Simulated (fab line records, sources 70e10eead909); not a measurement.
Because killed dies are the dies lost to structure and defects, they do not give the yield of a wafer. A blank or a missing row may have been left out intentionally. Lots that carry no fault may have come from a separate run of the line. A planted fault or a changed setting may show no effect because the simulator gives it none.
Chamber matching -- flow nand harc -- NHARC_A_STAIRCASE_DESCUM_219 on rie diel-09: 4 sister chambers
The step chemistry O2, time 3 s. 8 wafers are shown with their chamber, then 9 later ones without.

== WAFERS, EACH WITH ITS CHAMBER ==
wafer,chamber,showerhead plenum p Torr (Torr),oes product au (a.u.)
L078.1,2,1.92,1.019
L082.1,2,1.92,1.024
L083.2,3,1.99,1.005
L083.3,0,1.79,0.981
L083.5,1,1.95,0.996
L093.4,1,1.94,1.005
L093.5,3,1.98,1.008
L093.6,0,1.78,0.991

== WAFERS WHOSE CHAMBER IS MISSING ==
wafer,showerhead plenum p Torr (Torr),oes product au (a.u.)
L095.3,1.93,1.002
L095.4,1.98,0.999
L095.6,1.90,1.019
L095.1,1.78,1.007
L095.2,1.90,1.021
L095.5,1.93,1.004
L097.3,1.90,1.006
L097.5,1.98,1.004
L097.6,1.78,0.998

== WHICH CHAMBER EACH WENT THROUGH ==
wafer,from the rows above,in truth
L095.3,can't be placed: 1 or 2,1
L095.4,3,3
L095.6,2,2
L095.1,0,0
L095.2,2,2
L095.5,can't be placed: 1 or 2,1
L097.3,2,2
L097.5,3,3
L097.6,0,0
7 of 9 placed correctly. Not placeable from these rows: 2 (in 2, the candidates include the true chamber). Placed wrongly: 0.
How it was worked out, from the rows above alone: a wafer's distance from a chamber is the root of the sum, over the readings, of the square of ((its reading less the chamber's mean) divided by the reading's scatter). If the next closest chamber is less than 2 further off than the closest, the wafer can't be placed; otherwise it belongs to the closest. Each chamber's mean is taken over the wafers shown for it. The scatter is the square root of a quotient: the sum, over the shown wafers, of each reading's squared deviation from its chamber's mean, divided by wafers minus chambers.
